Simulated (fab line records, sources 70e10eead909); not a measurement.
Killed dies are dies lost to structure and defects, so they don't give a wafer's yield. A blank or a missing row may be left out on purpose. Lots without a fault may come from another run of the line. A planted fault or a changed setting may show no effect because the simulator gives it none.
fab line records | flow nand_harc | part 1 of 2: steps 1 to 22 of 32
record lots=5 wafers=15 last_day=33
route steps=1302 shown A_BONDPAD@1206 HYBRID_BOND@1237
lots that met no fault: from a run of the same line without faults
start_h: hours from the record's first day to the start of the lot's first wafer shown | wait_h: hours since the lot's step before | " the same as in the row above | L1.1+2: a row that stands for several wafers | - no value, or no start given | * or withheld: withheld | < > ~ a bound
route shown NAME@n: a module of which the file shows steps, and the number in the route of the first | usual: mean/standard deviation of fault-free wafers | same: alike in all rows | chamber/n: place in a boat | sites: the reading at each site | _std_site: their standard deviation | _edge_site: outer sites' mean less inner sites' | radius_mm: how far each site lies from the wafer's centre | mask NAME#n: copy n | behind: the tool/chamber that last shaped the wafer | hold: why the lot was held/for how many hours/how that ended | device: the transistor (n, p or np) that didn't switch | end of line: the same wafers' tests at the end of the route | a step without rows: its recipe alone | killed: dies lost to structure and defects at the first sort, not the wafer's yield | map: a wafer's dies, x killed, . not, _ none there
set.NAME: the setting as run; set.NAME@STEP: as run at that earlier step | model.NAME: the simulator's own value behind a step, which no gauge read
lots at some steps of the route; a table a step, a row a wafer
services: from which hour (start_h, from the record's first day; less than 0 if before it) a tool's chamber was out of use, for how many hours, and why
## steps
# step NHARC_A_BONDPAD_DEHYDRATE_01
# recipe temp_c=150 time_s=120
# usual exhaust_pa=44.9/0.89
# columns lot.wafer tool chamber start_h wait_h exhaust_pa
L075.2 litho_track-05 0 543.82 0.1 45.0
L075.3 " 0 " " 44.9
L075.5 " 0 " " 44.9
L079.1 litho_track-05 0 597.02 0.1 44.9
L079.3 " 0 " " 45.7
L079.4 " 0 " " 45.3
L080.3 litho_track-03 0 602.77 0.1 45.2
L080.5 " 0 " " 46.1
L080.6 " 0 " " 46.1
L093.1 litho_track-03 0 732.72 0.1 43.8
L093.2 " 0 " " 45.0
L093.3 " 0 " " 45.0
L097.1 litho_track-03 0 751.77 0.1 45.7
L097.2 " 0 " " 45.1
L097.5 " 0 " " 44.2
# step NHARC_A_BONDPAD_HMDS_02
# recipe time_s=30
# usual exhaust_pa=45.2/1
# columns lot.wafer tool chamber start_h wait_h exhaust_pa
L075.2 litho_track-05 0 - - 43.7
L075.3 " 0 " " 44.1
L075.5 " 0 " " 42.9
L079.1 litho_track-05 0 - - 46.7
L079.3 " 0 " " 46.5
L079.4 " 0 " " 47.3
L080.3 litho_track-03 0 - - 43.2
L080.5 " 0 " " 44.3
L080.6 " 0 " " 45.0
L093.1 litho_track-03 0 - - 45.5
L093.2 " 0 " " 45.8
L093.3 " 0 " " 45.4
L097.1 litho_track-03 0 - - 44.6
L097.2 " 0 " " 44.0
L097.5 " 0 " " 45.5
# step NHARC_A_BONDPAD_COAT_33
# recipe temp_c=200 time_s=65
# usual exhaust_pa=45.1/0.82
# columns lot.wafer tool chamber start_h wait_h exhaust_pa
L075.2 litho_track-05 0 - - 44.1
L075.3 " 0 " " 45.6
L075.5 " 0 " " 46.0
L079.1 litho_track-05 0 - - 45.4
L079.3 " 0 " " 43.7
L079.4 " 0 " " 44.4
L080.3 litho_track-03 0 - - 44.7
L080.5 " 0 " " 45.3
L080.6 " 0 " " 45.5
L093.1 litho_track-03 0 - - 45.3
L093.2 " 0 " " 46.1
L093.3 " 0 " " 46.7
L097.1 litho_track-03 0 - - 45.1
L097.2 " 0 " " 46.4
L097.5 " 0 " " 45.1
# step NHARC_A_BONDPAD_COAT_03
# recipe spin_rpm=2000 resist_thk_nm=600
# usual dispense_pressure_kPa=48/4.8 exhaust_pa=45.0/0.94
# columns lot.wafer tool chamber start_h wait_h dispense_pressure_kPa exhaust_pa
L075.2 litho_track-05 0 - - 58 42.4
L075.3 " 0 " " 58 43.5
L075.5 " 0 " " 58 43.8
L079.1 litho_track-05 0 - - 58 44.2
L079.3 " 0 " " 58 44.4
L079.4 " 0 " " 58 45.0
L080.3 litho_track-03 0 - - 45 44.4
L080.5 " 0 " " 45 45.9
L080.6 " 0 " " 45 45.7
L093.1 litho_track-03 0 - - 45 46.0
L093.2 " 0 " " 45 45.0
L093.3 " 0 " " 45 45.8
L097.1 litho_track-03 0 - - 45 45.3
L097.2 " 0 " " 45 44.9
L097.5 " 0 " " 45 46.4
# step NHARC_A_BONDPAD_SOFTBAKE_04
# recipe temp_c=125 time_s=70
# usual exhaust_pa=45.0/1.1
# columns lot.wafer tool chamber start_h wait_h exhaust_pa
L075.2 litho_track-05 0 - - 44.5
L075.3 " 0 " " 44.8
L075.5 " 0 " " 46.5
L079.1 litho_track-05 0 - - 45.8
L079.3 " 0 " " 47.2
L079.4 " 0 " " 46.1
L080.3 litho_track-03 0 - - 45.7
L080.5 " 0 " " 45.4
L080.6 " 0 " " 44.9
L093.1 litho_track-03 0 - - 45.5
L093.2 " 0 " " 44.6
L093.3 " 0 " " 45.4
L097.1 litho_track-03 0 - - 45.7
L097.2 " 0 " " 43.9
L097.5 " 0 " " 44.6
# step NHARC_A_BONDPAD_EBR_05
# usual exhaust_pa=45.1/0.77
# columns lot.wafer tool chamber start_h wait_h exhaust_pa
L075.2 litho_track-05 0 - - 44.3
L075.3 " 0 " " 42.9
L075.5 " 0 " " 45.5
L079.1 litho_track-05 0 - - 45.4
L079.3 " 0 " " 45.3
L079.4 " 0 " " 44.8
L080.3 litho_track-03 0 - - 45.2
L080.5 " 0 " " 45.8
L080.6 " 0 " " 46.1
L093.1 litho_track-03 0 - - 45.8
L093.2 " 0 " " 45.4
L093.3 " 0 " " 45.2
L097.1 litho_track-03 0 - - 45.2
L097.2 " 0 " " 44.1
L097.5 " 0 " " 45.1
# step NHARC_A_BONDPAD_EXPOSE_06
# recipe na=0.55 dose_mj=36.99 mask_id=A_BPAD
# columns lot.wafer tool chamber start_h wait_h mask
L075.2+3+5 krf_scanner-01 0 544.11 - A_BPAD#0
L079.1+3+4 krf_scanner-04 0 597.31 - A_BPAD#0
L080.3+5+6 krf_scanner-03 0 603.07 - A_BPAD#0
L093.1+2+3 krf_scanner-04 0 733.00 - A_BPAD#0
L097.1+2+5 krf_scanner-03 0 752.06 - A_BPAD#0
# step NHARC_A_BONDPAD_PEB_07
# recipe peb_temp_c=128 peb_time_s=80
# usual exhaust_pa=44.9/0.94
# columns lot.wafer tool chamber start_h wait_h exhaust_pa
L075.2 litho_track-07 0 544.18 0.1 47.2
L075.3 " 0 " " 46.4
L075.5 " 0 " " 46.0
L079.1 litho_track-05 0 597.38 0.1 44.9
L079.3 " 0 " " 45.7
L079.4 " 0 " " 45.8
L080.3 litho_track-05 0 603.13 0.1 45.5
L080.5 " 0 " " 45.5
L080.6 " 0 " " 45.0
L093.1 litho_track-07 0 733.07 0.1 44.3
L093.2 " 0 " " 44.0
L093.3 " 0 " " 43.6
L097.1 litho_track-07 0 752.13 0.1 44.6
L097.2 " 0 " " 43.9
L097.5 " 0 " " 42.7
# step NHARC_A_BONDPAD_DEVELOP_08
# recipe time_s=50 dev_temp_c=22
# usual exhaust_pa=45.2/0.88
# columns lot.wafer tool chamber start_h wait_h exhaust_pa
L075.2 litho_track-07 0 - - 46.3
L075.3 " 0 " " 45.6
L075.5 " 0 " " 44.4
L079.1 litho_track-05 0 - - 45.8
L079.3 " 0 " " 47.4
L079.4 " 0 " " 45.7
L080.3 litho_track-05 0 - - 46.2
L080.5 " 0 " " 45.1
L080.6 " 0 " " 44.8
L093.1 litho_track-07 0 - - 45.6
L093.2 " 0 " " 45.0
L093.3 " 0 " " 45.7
L097.1 litho_track-07 0 - - 44.0
L097.2 " 0 " " 45.5
L097.5 " 0 " " 45.1
# step NHARC_A_BONDPAD_CD_MEAS_09
# recipe target_cd_nm=500 landing_energy_ev=500
# usual cd_nm=500.0/1.9
# columns lot.wafer tool chamber start_h wait_h cd_nm
L075.2 cd_sem-02 0 544.26 - 500.0
L075.3 " 0 " " 501.3
L075.5 " 0 " " 499.3
L079.1 cd_sem-02 0 597.46 - 502.6
L079.3 " 0 " " 499.7
L079.4 " 0 " " 500.1
L080.3 cd_sem-03 0 603.22 - 499.5
L080.5 " 0 " " 500.3
L080.6 " 0 " " 499.7
L093.1 cd_sem-02 0 733.16 - 500.0
L093.2 " 0 " " 498.9
L093.3 " 0 " " 500.7
L097.1 cd_sem-01 0 752.21 - 499.6
L097.2 " 0 " " 500.6
L097.5 " 0 " " 501.0
# step NHARC_A_BONDPAD_OVL_MEAS_35
# usual overlay_x_nm=0/6.2 overlay_y_nm=-1/4.8
# columns lot.wafer tool chamber start_h wait_h overlay_x_nm overlay_y_nm
L075.2 overlay-02 - 544.35 - 3 3
L075.3 " - " " 3 4
L075.5 " - " " 3 4
L079.1 overlay-02 - 597.55 - 2 -1
L079.3 " - " " 1 -2
L079.4 " - " " 1 -2
L080.3 overlay-02 - 603.30 - 1 -2
L080.5 " - " " 1 -2
L080.6 " - " " 2 -2
L093.1 overlay-02 - 733.24 - -10 6
L093.2 " - " " -10 6
L093.3 " - " " -10 6
L097.1 overlay-02 - 752.30 - 3 0
L097.2 " - " " 4 0
L097.5 " - " " 3 0
# step NHARC_A_BONDPAD_HARDBAKE_10
# recipe temp_c=118 time_s=65
# usual exhaust_pa=45.2/1
# columns lot.wafer tool chamber start_h wait_h exhaust_pa
L075.2 litho_track-05 0 544.40 0.0 45.5
L075.3 " 0 " " 45.6
L075.5 " 0 " " 45.9
L079.1 litho_track-05 0 597.60 0.0 43.9
L079.3 " 0 " " 46.2
L079.4 " 0 " " 45.7
L080.3 litho_track-03 0 603.35 0.1 45.4
L080.5 " 0 " " 45.7
L080.6 " 0 " " 47.4
L093.1 litho_track-03 0 733.29 0.0 45.0
L093.2 " 0 " " 43.9
L093.3 " 0 " " 45.1
L097.1 litho_track-05 0 752.35 0.0 44.0
L097.2 " 0 " " 45.7
L097.5 " 0 " " 45.8
# step NHARC_A_BONDPAD_DESCUM_11
# recipe time_s=3 o2_flow_sccm=200 ar_flow_sccm=0 bias_power_w=0 chemistry=O2
# usual drypump_motor_current_A=5.7/0.46 oes_product_au=0.998/0.013 rf_vpp_V=57.9/0.83 showerhead_plenum_p_Torr=1.93/0.083 throttle_valve_pct=11.310/0.0087
# columns lot.wafer tool chamber start_h wait_h drypump_motor_current_A oes_product_au rf_hours_counter_h rf_vpp_V showerhead_plenum_p_Torr throttle_valve_pct
L075.2 rie_diel-13 1 544.47 - 5.7 1.002 0 58.1 1.86 11.324
L075.3 " 0 " " 5.7 0.979 0 59.6 1.93 11.307
L075.5 " 1 " " 5.7 1.001 - 57.1 1.86 11.317
L079.4 rie_diel-13 0 597.68 - 5.7 0.998 1 56.6 1.93 11.322
L079.3 " 1 " " 5.7 1.002 1 57.6 1.86 11.319
L079.1 " 2 " " 5.7 0.982 1 59.8 2.02 11.321
L080.3 rie_diel-13 2 603.45 - 5.7 0.986 1 57.2 2.02 11.304
L080.6 " 3 " " 5.2 0.982 - 57.5 2.05 11.299
L080.5 " 0 " " 5.7 0.985 - 57.9 1.93 11.314
L093.2 rie_diel-13 0 733.37 - 5.7 1.008 0 57.0 1.93 11.321
L093.3 " 1 " " 5.7 0.999 0 56.3 1.86 11.309
L093.1 " 3 " " 5.2 0.997 0 59.6 2.04 11.319
L097.2 rie_diel-13 1 752.43 - 5.7 1.002 2 56.4 1.86 11.318
L097.1 " 3 " " 5.2 0.997 1 58.6 2.05 11.299
L097.5 " 1 " " 5.7 0.995 - 58.8 1.86 11.299
# step NHARC_A_BONDPAD_ETCH_34
# recipe target_depth_a=600 overetch_a=180 time_s=65.91 ion_energy_ev=200 n2_flow_sccm=150 h2_flow_sccm=150 ar_flow_sccm=0 rf_w=400 bias_w=150 chemistry=N2/H2
# usual drypump_motor_current_A=5.6/0.45 oes_product_au=0.997/0.012 rf_vpp_V=431.0/2.5 showerhead_plenum_p_Torr=2.06/0.088 throttle_valve_pct=14.172/0.01
# columns lot.wafer tool chamber start_h wait_h drypump_motor_current_A oes_product_au rf_hours_counter_h rf_vpp_V showerhead_plenum_p_Torr throttle_valve_pct
L075.3 rie_diel-13 1 544.56 0.1 5.7 1.007 0 429.0 1.98 14.149
L075.2 " 0 " " 5.7 0.994 0 432.0 2.06 14.169
L075.5 " 2 " " 5.7 0.982 - 433.8 2.16 14.165
L079.4 rie_diel-13 0 597.76 0.1 5.7 0.991 1 430.3 2.06 14.187
L079.1 " 1 " " 5.8 1.012 1 430.1 1.98 14.187
L079.3 " 3 " " 5.2 0.970 1 433.4 2.19 14.155
L080.3 rie_diel-13 0 603.53 0.1 5.7 0.985 1 432.4 2.06 14.184
L080.6 " 1 " " 5.7 1.000 - 428.7 1.98 14.175
L080.5 " 2 " " 5.7 0.976 - 434.2 2.16 14.171
L093.2 rie_diel-13 2 733.46 0.1 5.7 0.973 0 434.5 2.16 14.154
L093.3 " 0 " " 5.7 0.996 0 431.2 2.05 14.190
L093.1 " 1 " " 5.8 1.002 0 429.3 1.98 14.162
L097.2 rie_diel-13 0 752.51 0.1 5.7 0.996 1 432.5 2.06 14.185
L097.1 " 1 " " 5.7 0.996 2 428.6 1.98 14.171
L097.5 " 1 " " 5.8 1.000 - 428.8 1.98 14.170
# step NHARC_A_BONDPAD_ETCH_12
# recipe target_depth_a=2200 time_s=110 chf3_flow_sccm=50 o2_flow_sccm=10 ar_flow_sccm=200 rf_w=500 bias_w=200 chemistry=CHF3/O2
# usual chf3_flow_sccm=49.99/0.16 drypump_motor_current_A=5.6/0.46 oes_product_au=0.937/0.022 rf_vpp_V=371.2/2.3 showerhead_plenum_p_Torr=2.43/0.099 throttle_valve_pct=20.572/0.0081
# columns lot.wafer tool chamber start_h wait_h chf3_flow_sccm drypump_motor_current_A oes_product_au rf_hours_counter_h rf_vpp_V showerhead_plenum_p_Torr throttle_valve_pct
L075.3 rie_diel-13 2 - - 49.79 5.7 0.950 0 374.2 2.53 20.575
L075.2 " 0 " " 50.19 5.7 0.981 0 370.2 2.42 20.569
L075.5 " 2 " " 49.97 5.7 0.956 - 373.4 2.53 20.579
L079.3 rie_diel-13 2 - - 49.82 5.7 0.899 1 374.2 2.53 20.571
L079.1 " 3 " " 49.68 5.2 0.910 1 375.8 2.56 20.576
L079.4 " 0 " " 49.82 5.7 0.908 1 370.2 2.42 20.576
L080.3 rie_diel-13 0 - - 49.95 5.7 0.919 1 370.2 2.42 20.580
L080.6 " 3 " " 50.16 5.2 0.905 - 373.0 2.56 20.584
L080.5 " 0 " " 49.96 5.7 0.914 - 371.2 2.42 20.576
L093.2 rie_diel-13 0 - - 50.01 5.7 0.927 0 370.2 2.42 20.591
L093.1 " 1 " " 49.88 5.7 0.937 0 367.6 2.33 20.577
L093.3 " 2 " " 50.29 5.7 0.912 0 374.1 2.53 20.576
L097.2 rie_diel-13 3 - - 49.84 5.2 0.977 1 374.4 2.56 20.574
L097.1 " 0 " " 49.89 5.7 0.976 1 372.1 2.42 20.585
L097.5 " 2 " " 49.99 5.7 0.956 - 373.8 2.53 20.589
# step NHARC_A_BONDPAD_CD_MEAS_13
# usual cd_nm=499.2/2
# columns lot.wafer tool chamber start_h wait_h cd_nm
L075.2 cd_sem-03 - 544.79 - 498.9
L075.3 " - " " 499.5
L075.5 " - " " 498.3
L079.1 cd_sem-01 - 597.99 - 501.8
L079.3 " - " " 499.1
L079.4 " - " " 499.4
L080.3 cd_sem-03 - 603.74 - 499.2
L080.5 " - " " 498.3
L080.6 " - " " 498.2
L093.1 cd_sem-02 - 733.69 - 498.3
L093.2 " - " " 497.9
L093.3 " - " " 500.2
L097.1 cd_sem-01 - 752.74 - 499.8
L097.2 " - " " 500.1
L097.5 " - " " 500.8
# step NHARC_A_BONDPAD_STRIP_15
# recipe o2_flow_sccm=500 ar_flow_sccm=0 bias_w=0 chemistry=O2
# usual drypump_motor_current_A=5.7/0.44 oes_product_au=0.999/0.012 rf_vpp_V=57.7/0.82 showerhead_plenum_p_Torr=3.55/0.15 throttle_valve_pct=17.036/0.0091
# columns lot.wafer tool chamber start_h wait_h drypump_motor_current_A oes_product_au rf_hours_counter_h rf_vpp_V showerhead_plenum_p_Torr throttle_valve_pct
L075.2 rie_diel-11 2 544.86 0.1 6.6 0.998 20 56.4 3.30 17.038
L075.3 " 0 " " 6.0 1.006 16 58.8 3.47 17.045
L075.5 " 3 " " 5.1 0.995 - 57.8 3.66 17.034
L079.4 rie_diel-13 0 598.06 0.1 5.7 0.987 1 57.2 3.55 17.040
L079.1 " 2 " " 5.7 0.981 1 56.7 3.71 17.030
L079.3 " 3 " " 5.2 0.980 1 57.9 3.76 17.042
L080.3 rie_diel-13 1 603.86 0.1 5.8 1.011 1 57.2 3.43 17.031
L080.5 " 2 " " 5.7 0.980 - 56.7 3.72 17.031
L080.6 " 3 " " 5.2 0.981 - 58.2 3.76 17.026
L093.1 rie_diel-11 3 733.76 0.1 5.2 0.999 23 56.3 3.64 17.015
L093.3 " 0 " " 6.0 1.002 27 58.1 3.45 17.033
L093.2 " 2 " " 6.7 1.026 27 56.8 3.28 17.040
L097.2 rie_diel-11 0 752.86 0.1 6.0 1.005 29 57.4 3.45 17.038
L097.1 " 1 " " 5.3 0.991 21 58.2 3.47 17.036
L097.5 " 3 " " 5.2 1.010 - 59.0 3.64 17.026
# step NHARC_A_BONDPAD_ETCH_24
# recipe target_depth_a=300 over_etch_frac=0.3 time_s=72.99 ion_energy_ev=150 cf4_flow_sccm=50 n2_flow_sccm=100 ar_flow_sccm=150 rf_w=300 bias_w=100 chemistry=CF4/N2
# usual drypump_motor_current_A=5.7/0.43 oes_product_au=0.998/0.013 rf_vpp_V=314.4/2 showerhead_plenum_p_Torr=2.64/0.11 throttle_valve_pct=19.794/0.0094
# columns lot.wafer tool chamber start_h wait_h drypump_motor_current_A oes_product_au rf_hours_counter_h rf_vpp_V showerhead_plenum_p_Torr throttle_valve_pct
L075.3 rie_diel-11 0 545.04 0.1 6.0 1.005 17 314.0 2.58 19.794
L075.2 " 2 " " 6.7 1.001 20 310.3 2.45 19.797
L075.5 " 0 " " 6.0 1.002 - 314.3 2.58 19.788
L079.3 rie_diel-13 0 - - 5.7 0.987 1 313.4 2.65 19.799
L079.4 " 1 " " 5.8 1.016 1 313.1 2.55 19.791
L079.1 " 3 " " 5.2 0.976 1 316.9 2.80 19.800
L080.3 rie_diel-13 1 - - 5.8 1.006 1 312.8 2.55 19.788
L080.5 " 2 " " 5.7 0.973 - 317.8 2.77 19.790
L080.6 " 1 " " 5.7 1.011 - 314.5 2.55 19.794
L093.3 rie_diel-11 1 - - 5.4 0.993 19 313.0 2.58 19.772
L093.1 " 2 " " 6.7 1.015 27 311.0 2.44 19.805
L093.2 " 3 " " 5.2 1.006 23 316.2 2.71 19.776
L097.2 rie_diel-11 0 - - 6.0 0.987 29 313.4 2.56 19.809
L097.1 " 2 " " 6.6 1.017 29 311.9 2.44 19.804
L097.5 " 3 " " 5.1 0.999 - 315.3 2.71 19.795
# step NHARC_A_BONDPAD_STRIP_16
# recipe time_s=600 temp_c=30 chemistry=post_etch_residue_remover
# usual bath_heat_duty_pct=13.4/1.6
# columns lot.wafer tool chamber start_h wait_h bath_heat_duty_pct
L075.5 wet_bench-10 4 545.19 - 11.9
L075.3 " 7 " " 14.1
L075.2 " 0 " " 14.6
L079.1 wet_bench-08 5 598.35 - 12.9
L079.3 " 6 " " 14.3
L079.4 " 0 " " 16.4
L080.5 wet_bench-10 4 604.12 - 13.3
L080.6 " 5 " " 10.5
L080.3 " 6 " " 12.5
L093.3 wet_bench-10 2 734.04 - 13.8
L093.1 " 6 " " 12.0
L093.2 " 7 " " 15.0
L097.2 wet_bench-10 6 753.11 - 12.4
L097.5 " 1 " " 15.0
L097.1 " 2 " " 14.5
# step NHARC_A_BONDPAD_DEGAS_25
# recipe temp_c=300 time_s=60
# usual heater_power_w=456/43
# columns lot.wafer tool chamber start_h wait_h heater_power_w
L075.2 pvd_sputter-03 - 545.46 - 420
L075.3 " - " " 490
L075.5 " - " " 421
L079.1 pvd_sputter-03 - 598.61 - 411
L079.4 " - " " 480
L079.3 " - " " 435
L080.3 pvd_sputter-02 - 604.39 - 518
L080.5 " - " " 436
L080.6 " - " " 406
L093.2 pvd_sputter-03 - 734.31 - 501
L093.1 " - " " 476
L093.3 " - " " 425
L097.2 pvd_sputter-03 - 753.38 - 413
L097.1 " - " " 486
L097.5 " - " " 498
# step NHARC_A_BONDPAD_PRE_CLEAN_26
# recipe time_s=30 temp_c=280 gas=H2/He
# usual heater_power_w=397/35
# columns lot.wafer tool chamber start_h wait_h heater_power_w
L075.2 pvd_sputter-03 - - - 442
L075.3 " - " " 378
L075.5 " - " " 449
L079.3 pvd_sputter-03 - - - 428
L079.4 " - " " 377
L079.1 " - " " 356
L080.3 pvd_sputter-02 - - - 373
L080.6 " - " " 399
L080.5 " - " " 382
L093.2 pvd_sputter-03 - - - 415
L093.1 " - " " 375
L093.3 " - " " 376
L097.1 pvd_sputter-03 - - - 416
L097.2 " - " " 372
L097.5 " - " " 375
# step NHARC_A_BONDPAD_PVD_17
# recipe target_thk_a=50 bias_v=168.6 power_w=15000 chamber_pressure_pa=0.12 time_s=8.06 substrate_temp_c=50 material=TaN
# usual cathode_dc_power_W=15000/2.8 throttle_valve_pct=29.9/1.1
# columns lot.wafer tool chamber start_h wait_h cathode_dc_power_W throttle_valve_pct
L075.3 pvd_sputter-03 - - - 15003 29.8
L075.2 " - " " 14998 28.5
L075.5 " - " " 15005 31.5
L079.1 pvd_sputter-03 - - - 15001 30.3
L079.4 " - " " 14997 28.1
L079.3 " - " " 15002 31.5
L080.3 pvd_sputter-02 - - - 14996 28.7
L080.6 " - " " 14996 28.9
L080.5 " - " " 14997 29.8
L093.2 pvd_sputter-03 - - - 15004 28.6
L093.1 " - " " 15004 30.7
L093.3 " - " " 15000 30.7
L097.2 pvd_sputter-03 - - - 15007 29.1
L097.1 " - " " 15003 28.6
L097.5 " - " " 14995 29.4
